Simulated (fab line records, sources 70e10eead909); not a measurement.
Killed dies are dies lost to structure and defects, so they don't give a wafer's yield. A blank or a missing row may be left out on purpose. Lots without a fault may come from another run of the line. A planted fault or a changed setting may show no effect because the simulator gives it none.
fab line records | flow nand_harc
record lots=15 wafers=45 last_day=34
route steps=1302 shown P_M1@297
lots that met no fault: from a run of the same line without faults
start_h: hours from the record's first day to the start of the lot's first wafer shown | wait_h: hours since the lot's step before | " the same as in the row above | L1.1+2: a row that stands for several wafers | - no value, or no start given | * or withheld: withheld | < > ~ a bound
route shown NAME@n: a module of which the file shows steps, and the number in the route of the first | usual: mean/standard deviation of fault-free wafers | same: alike in all rows | chamber/n: place in a boat | sites: the reading at each site | _std_site: their standard deviation | _edge_site: outer sites' mean less inner sites' | radius_mm: how far each site lies from the wafer's centre | mask NAME#n: copy n | behind: the tool/chamber that last shaped the wafer | hold: why the lot was held/for how many hours/how that ended | device: the transistor (n, p or np) that didn't switch | end of line: the same wafers' tests at the end of the route | a step without rows: its recipe alone | killed: dies lost to structure and defects at the first sort, not the wafer's yield | map: a wafer's dies, x killed, . not, _ none there
set.NAME: the setting as run; set.NAME@STEP: as run at that earlier step | model.NAME: the simulator's own value behind a step, which no gauge read
steps of the route over a sample of lots; a table a step, a row a wafer
services: from which hour (start_h, from the record's first day; less than 0 if before it) a tool's chamber was out of use, for how many hours, and why
## steps
# step NHARC_P_M1_INSPECT_11
# usual raw_defect_count=5/3.1
# columns lot.wafer tool chamber start_h wait_h raw_defect_count
L897.2 defect_inspect-01 - 133.83 0.0 3
L897.3 " - " " 5
L897.6 " - " " 7
L900.2 defect_inspect-01 - 168.61 0.0 1
L900.4 " - " " 5
L900.6 " - " " 5
L901.1 defect_inspect-01 - 177.81 0.0 9
L901.2 " - " " 2
L901.4 " - " " 7
L902.1 defect_inspect-01 - 187.29 0.0 4
L902.2 " - " " 6
L902.6 " - " " 6
L903.1 defect_inspect-01 - 191.53 0.0 8
L903.3 " - " " 5
L903.4 " - " " 4
L904.4 defect_inspect-02 - 205.23 0.0 17
L904.5 " - " " 11
L904.6 " - " " 9
L906.2 defect_inspect-01 - 225.12 0.0 5
L906.5 " - " " 8
L906.6 " - " " 6
L907.3 defect_inspect-01 - 231.89 0.0 6
L907.4 " - " " 5
L907.5 " - " " 1
L908.1 defect_inspect-02 - 255.24 0.0 3
L908.3 " - " " 3
L908.6 " - " " 3
L909.1 defect_inspect-02 - 271.23 0.0 7
L909.3 " - " " 5
L909.5 " - " " 4
L910.1 defect_inspect-01 - 272.03 0.0 7
L910.3 " - " " 4
L910.4 " - " " 5
L914.1 defect_inspect-02 - 314.75 0.0 3
L914.2 " - " " 7
L914.4 " - " " 1
L915.3 defect_inspect-02 - 321.18 0.0 4
L915.4 " - " " 0
L915.5 " - " " 5
L917.4 defect_inspect-01 - 336.73 0.0 2
L917.5 " - " " 3
L917.6 " - " " 5
L919.2 defect_inspect-01 - 351.19 0.0 4
L919.4 " - " " 3
L919.6 " - " " 2
# step NHARC_P_M1_ETCH_28
# recipe target_depth_a=300 over_etch_frac=0.3 time_s=72.99 ion_energy_ev=150 cf4_flow_sccm=50 n2_flow_sccm=100 ar_flow_sccm=150 rf_w=300 bias_w=100 chemistry=CF4/N2
# usual drypump_motor_current_A=5.7/0.49 oes_product_au=0.998/0.012 rf_vpp_V=315.0/1.8 showerhead_plenum_p_Torr=2.67/0.094 throttle_valve_pct=19.795/0.0088
# same time_s=72.99
# columns lot.wafer tool chamber start_h wait_h drypump_motor_current_A oes_product_au rf_hours_counter_h rf_vpp_V showerhead_plenum_p_Torr throttle_valve_pct
L897.3 rie_diel-03 3 - - 5.4 0.994 2 316.7 2.72 19.797
L897.2 " 1 " " 5.0 1.024 1 314.5 2.57 19.792
L897.6 " 3 " " 5.4 0.983 - 315.9 2.72 19.796
L900.2 rie_diel-06 2 - - 6.7 0.986 2 312.0 2.52 19.794
L900.4 " 2 " " 6.7 0.987 - 311.3 2.52 19.802
L900.6 " 0 " " 5.9 0.988 - 315.3 2.67 19.792
L901.1 rie_diel-06 0 178.65 0.3 5.9 0.998 4 315.9 2.67 19.802
L901.2 " 1 " " 5.7 1.003 4 317.3 2.74 19.792
L901.4 " 1 " " 5.7 1.001 - 315.5 2.74 19.793
L902.2 rie_diel-03 1 - - 5.0 1.014 6 313.0 2.57 19.799
L902.1 " 3 " " 5.4 0.993 7 316.6 2.72 19.791
L902.6 " 2 " " 5.2 0.995 - 316.2 2.78 19.803
L903.1 rie_diel-12 1 - - 5.2 1.014 27 310.1 2.44 19.804
L903.3 " 2 " " 5.6 0.999 29 317.0 2.71 19.791
L903.4 " 3 " " 5.1 1.006 33 314.1 2.52 19.802
L904.4 rie_diel-06 0 - - 5.9 1.000 6 314.8 2.67 19.786
L904.5 " 2 " " 6.7 0.990 - 312.1 2.51 19.796
L904.6 " 3 " " 5.9 0.990 - 313.1 2.60 19.791
L906.2 rie_diel-03 3 - - 5.4 1.003 9 315.1 2.72 19.800
L906.6 " 2 " " 5.2 0.996 - 315.4 2.78 19.795
L906.5 " 3 " " 5.4 1.007 - 316.8 2.72 19.802
L907.3 rie_diel-06 2 - - 6.7 0.984 8 312.8 2.51 19.800
L907.4 " 1 " " 5.7 1.011 9 316.6 2.74 19.793
L907.5 " 2 " " 6.7 0.991 - 312.8 2.51 19.799
L908.3 rie_diel-06 2 - - 6.7 0.981 10 311.6 2.51 19.798
L908.1 " 3 " " 5.9 1.003 7 315.2 2.60 19.804
L908.6 " 2 " " 6.7 0.998 - 313.7 2.51 19.798
L909.3 rie_diel-03 0 - - 5.9 0.999 11 317.3 2.73 19.798
L909.1 " 1 " " 5.0 1.015 11 312.0 2.56 19.810
L909.5 " 0 " " 5.9 0.993 - 315.7 2.73 19.810
L910.3 rie_diel-06 2 - - 6.7 0.975 11 311.8 2.51 19.792
L910.1 " 3 " " 5.9 1.011 8 312.7 2.59 19.784
L910.4 " 0 " " 5.9 1.000 12 315.1 2.67 19.793
L914.2 rie_diel-03 0 - - 5.9 1.012 1 314.9 2.73 19.795
L914.1 " 1 " " 5.0 0.985 1 314.1 2.56 19.801
L914.4 " 2 " " 5.2 1.009 1 315.9 2.78 19.801
L915.4 rie_diel-06 3 - - 5.9 0.997 0 314.3 2.59 19.785
L915.3 " 0 " " 5.9 0.976 0 314.8 2.67 19.794
L915.5 " 1 " " 5.7 0.983 - 315.8 2.74 19.789
L917.4 rie_diel-03 0 - - 6.0 1.015 3 317.6 2.73 19.793
L917.5 " 2 " " 5.2 0.997 - 316.3 2.78 19.794
L917.6 " 3 " " 5.4 0.987 - 315.2 2.72 19.801
L919.2 rie_diel-06 3 - - 5.9 0.981 3 311.6 2.59 19.770
L919.4 " 0 " " 5.9 0.969 3 314.8 2.67 19.770
L919.6 " 1 " " 5.7 0.986 - 318.1 2.74 19.794
# step NHARC_P_M1_ECD_22
# recipe target_thk_a=4000 bath_temp_c=25 material=Cu
# usual bath_heat_duty_pct=5.7/0.92 bath_temp_c=25.01/0.11
# columns lot.wafer tool chamber start_h wait_h bath_heat_duty_pct bath_temp_c
L897.2 ecd_cu-02 1 135.33 - 7.2 25.07
L897.3 " 1 " " 7.4 24.95
L897.6 " 1 " " 6.9 24.93
L900.2 ecd_cu-02 0 170.21 - 4.8 25.09
L900.4 " 1 " " 6.8 25.04
L900.6 " 0 " " 4.7 25.08
L901.2 ecd_cu-01 1 179.45 - 5.7 24.91
L901.1 " 0 " " 5.7 25.13
L901.4 " 0 " " 4.9 25.07
L902.1 ecd_cu-02 0 188.72 - 5.0 25.01
L902.2 " 1 " " 6.5 25.08
L902.6 " 1 " " 7.1 25.05
L903.1 ecd_cu-02 0 192.96 - 4.4 24.96
L903.4 " 0 " " 5.1 25.03
L903.3 " 1 " " 6.3 24.88
L904.4 ecd_cu-01 1 206.81 - 5.5 25.23
L904.5 " 1 " " 5.9 25.05
L904.6 " 0 " " 5.3 24.95
L906.2 ecd_cu-01 0 226.57 - 5.1 25.04
L906.6 " 0 " " 4.9 25.12
L906.5 " 1 " " 5.2 24.96
L907.4 ecd_cu-02 1 233.43 - 6.5 25.11
L907.3 " 0 " " 5.1 25.06
L907.5 " 0 " " 5.1 24.89
L908.1 ecd_cu-02 1 256.67 - - -
L908.3 " 1 " " - -
L908.6 " 0 " " - -
L909.1 ecd_cu-02 1 272.82 - - -
L909.3 " 0 " " - -
L909.5 " 0 " " - -
L910.1 ecd_cu-02 1 273.57 - - -
L910.4 " 0 " " - -
L910.3 " 1 " " - -
L914.1 ecd_cu-02 0 316.18 - 4.7 25.10
L914.2 " 1 " " 7.2 24.93
L914.4 " 0 " " 5.0 25.02
L915.4 ecd_cu-02 0 322.76 - 4.9 24.96
L915.3 " 1 " " 6.7 25.19
L915.5 " 1 " " 7.2 25.01
L917.4 ecd_cu-02 0 338.31 - 5.3 25.13
L917.5 " 1 " " 6.1 25.03
L917.6 " 0 " " 5.4 25.26
L919.2 ecd_cu-02 1 352.62 - 7.5 25.20
L919.4 " 0 " " 4.1 24.93
L919.6 " 1 " " 6.4 25.08
# step NHARC_P_M1_CMP_23
# recipe t_overpolish_s=20 target_thk_nm=157.82
# usual motor_current_A=11.4/1 time_to_endpoint_s=27/3.6
# same t_overpolish_s=20
# columns lot.wafer tool chamber start_h wait_h motor_current_A time_to_endpoint_s
L897.3 cmp-04 2 136.06 - 11.2 28
L897.2 " 1 " " 12.5 29
L897.6 " 3 " " 11.8 21
L900.4 cmp-04 2 170.92 - 11.0 30
L900.2 " 0 " " 9.4 28
L900.6 " 1 " " 13.2 32
L901.2 cmp-03 3 180.17 - 10.8 24
L901.4 " 1 " " 11.4 25
L901.1 " 2 " " 10.8 29
L902.1 cmp-02 1 189.48 - 12.2 28
L902.2 " 3 " " 11.3 32
L902.6 " 0 " " 12.9 24
L903.1 cmp-04 1 194.04 - 12.0 26
L903.3 " 2 " " 11.6 27
L903.4 " 3 " " 11.3 21
L904.4 cmp-04 3 207.46 - 11.9 23
L904.6 " 2 " " 11.1 29
L904.5 " 3 " " 11.8 23
L906.2 cmp-02 1 227.35 - 12.9 31
L906.5 " 3 " " 11.6 33
L906.6 " 0 " " 12.4 24
L907.4 cmp-04 3 234.14 - 12.3 23
L907.3 " 0 " " 9.6 30
L907.5 " 2 " " 11.0 29
L908.3 cmp-03 0 257.42 - 11.2 0
L908.1 " 1 " " 12.1 0
L908.6 " 0 " " 11.9 0
L909.3 cmp-03 3 273.53 - 10.5 5
L909.1 " 0 " " 11.8 1
L909.5 " 3 " " 11.2 6
L910.1 cmp-04 3 274.26 - 12.0 0
L910.4 " 0 " " 9.1 4
L910.3 " 1 " " 12.4 5
L914.2 cmp-02 0 316.93 - 11.9 23
L914.4 " 2 " " 11.9 24
L914.1 " 3 " " 10.7 33
L915.3 cmp-04 2 323.48 - 11.7 26
L915.4 " 0 " " 8.9 27
L915.5 " 1 " " 12.2 29
L917.4 cmp-04 3 338.98 - 11.7 23
L917.5 " 0 " " 9.1 28
L917.6 " 1 " " 12.3 29
L919.2 cmp-04 2 353.34 - 11.1 29
L919.4 " 1 " " 12.3 33
L919.6 " 2 " " 11.5 32
# step NHARC_P_M1_THK_MEAS_24
# recipe thk_meas_gauge=xrf
# usual thk_nm=157.2/1.8
# columns lot.wafer tool chamber start_h wait_h thk_nm
L897.2 film_metro-02 - 136.37 - 158.3
L897.3 " - " " 156.6
L897.6 " - " " 156.6
L900.2 film_metro-02 - 171.21 - 159.0
L900.4 " - " " 158.5
L900.6 " - " " 158.3
L901.1 film_metro-02 - 180.49 - 158.3
L901.2 " - " " 159.4
L901.4 " - " " 156.8
L902.1 film_metro-02 - 189.76 - 158.1
L902.2 " - " " 159.2
L902.6 " - " " 155.0
L903.1 film_metro-01 - 194.32 - 158.6
L903.3 " - " " 158.6
L903.4 " - " " 154.8
L904.4 film_metro-01 - 207.75 - 156.0
L904.5 " - " " 155.2
L904.6 " - " " 159.9
L906.2 film_metro-02 - 227.61 - 157.3
L906.5 " - " " 158.9
L906.6 " - " " 156.2
L907.3 film_metro-02 - 234.40 - 161.2
L907.4 " - " " 157.8
L907.5 " - " " 156.2
L908.1 film_metro-01 - 257.71 - 27.7
L908.3 " - " " 30.3
L908.6 " - " " 30.9
L909.1 film_metro-01 - 273.81 - 30.7
L909.3 " - " " 27.0
L909.5 " - " " 28.3
L910.1 film_metro-01 - 274.55 - 28.6
L910.3 " - " " 32.8
L910.4 " - " " 28.6
L914.1 film_metro-01 - 317.25 - 159.3
L914.2 " - " " 155.8
L914.4 " - " " 158.2
L915.3 film_metro-02 - 323.77 - 158.7
L915.4 " - " " 158.1
L915.5 " - " " 159.0
L917.4 film_metro-02 - 339.21 - 155.7
L917.5 " - " " 159.7
L917.6 " - " " 159.2
L919.2 film_metro-02 - 353.66 - 156.0
L919.4 " - " " 160.2
L919.6 " - " " 156.3
# step NHARC_P_M1_INSPECT_27
# usual raw_defect_count=306/100
# columns lot.wafer tool chamber start_h wait_h raw_defect_count
L897.2 defect_inspect-01 - 136.53 0.0 443
L897.3 " - " " 220
L897.6 " - " " 234
L900.2 defect_inspect-01 - 171.37 0.0 421
L900.4 " - " " 366
L900.6 " - " " 461
L901.1 defect_inspect-02 - 180.65 0.0 315
L901.2 " - " " 193
L901.4 " - " " 394
L902.1 defect_inspect-01 - 189.92 0.0 289
L902.2 " - " " 604
L902.6 " - " " 216
L903.1 defect_inspect-01 - 194.48 0.0 283
L903.3 " - " " 219
L903.4 " - " " 183
L904.4 defect_inspect-02 - 207.91 0.0 301
L904.5 " - " " 177
L904.6 " - " " 231
L906.2 defect_inspect-01 - 227.77 0.0 358
L906.5 " - " " 343
L906.6 " - " " 366
L907.3 defect_inspect-02 - 234.56 0.0 192
L907.4 " - " " 179
L907.5 " - " " 247
L908.1 defect_inspect-01 - 257.87 0.0 215
L908.3 " - " " 285
L908.6 " - " " 166
L909.1 defect_inspect-01 - 273.97 0.0 337
L909.3 " - " " 449
L909.5 " - " " 234
L910.1 defect_inspect-02 - 274.70 0.0 179
L910.3 " - " " 197
L910.4 " - " " 222
L914.1 defect_inspect-01 - 317.40 0.0 256
L914.2 " - " " 284
L914.4 " - " " 198
L915.3 defect_inspect-02 - 323.92 0.0 259
L915.4 " - " " 459
L915.5 " - " " 319
L917.4 defect_inspect-02 - 339.37 0.0 343
L917.5 " - " " 383
L917.6 " - " " 320
L919.2 defect_inspect-02 - 353.81 0.0 357
L919.4 " - " " 291
L919.6 " - " " 295
## services
# columns tool chamber start_h hours kind
cmp-04 - 111.02 4.0 pm
cmp-04 - 129.96 5.6 repair
rie_diel-06 - 130.20 9.0 pm
rie_diel-03 2 133.84 2.6 repair
rie_diel-06 2 150.80 9.8 repair
rie_diel-06 3 158.73 35.5 repair
cmp-04 - 173.77 1.5 repair
rie_diel-06 2 177.92 1.8 repair
rie_diel-03 3 191.86 1.6 repair
rie_diel-03 1 194.16 2.6 repair
cmp-04 - 194.49 2.8 repair
cmp-04 - 209.02 4.0 pm
ecd_cu-02 - 234.13 4.4 repair
rie_diel-03 - 243.59 0.1 repair
ecd_cu-02 - 244.61 8.0 pm
cmp-04 - 248.19 1.1 repair
rie_diel-03 - 254.66 0.1 repair
cmp-04 - 259.39 0.9 repair
rie_diel-03 3 266.46 11.2 repair
rie_diel-03 - 281.30 9.0 pm
rie_diel-06 3 291.71 6.7 repair
cmp-04 - 307.02 4.0 pm
rie_diel-06 - 307.21 9.0 pm
cmp-04 - 313.01 3.4 repair
## key
first_sign step=NHARC_P_M1_ECD_22 reading=tool_record direction=missing
effect step=NHARC_P_M1_CMP_23 reading=time_to_endpoint_s direction=down sigmas=6.8 usual=* struck=*
effect step=NHARC_P_M1_THK_MEAS_24 reading=thk_nm direction=down sigmas=69 usual=157.2 struck=29.4
met_at NHARC_P_M1_ECD_22
struck_lots L908,L909,L910
later_rows_left_out L908.1,L908.3,L908.6,L909.1,L909.3,L909.5,L910.1,L910.3,L910.4
sort_left_out L908.1,L908.3,L908.6,L909.1,L909.3,L909.5,L910.1,L910.3,L910.4
not_acting_at NHARC_P_M1_INSPECT_11,NHARC_P_M1_ETCH_28,NHARC_P_M1_INSPECT_27
onset_between 233.43 256.67
fault kind=skipped_step_whole tool=ecd_cu-02 chamber=- onset_h=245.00 steps=NHARC_P_M1_ECD_22 scope=struck_lots_only
# sort_left_out: the simulated sort isn't trusted on such a fault, so these wafers' sort isn't shown, and their yield isn't known
# later_rows_left_out: the simulator's readings of these wafers behind a module that went badly wrong aren't trusted and aren't shown, but for the sort
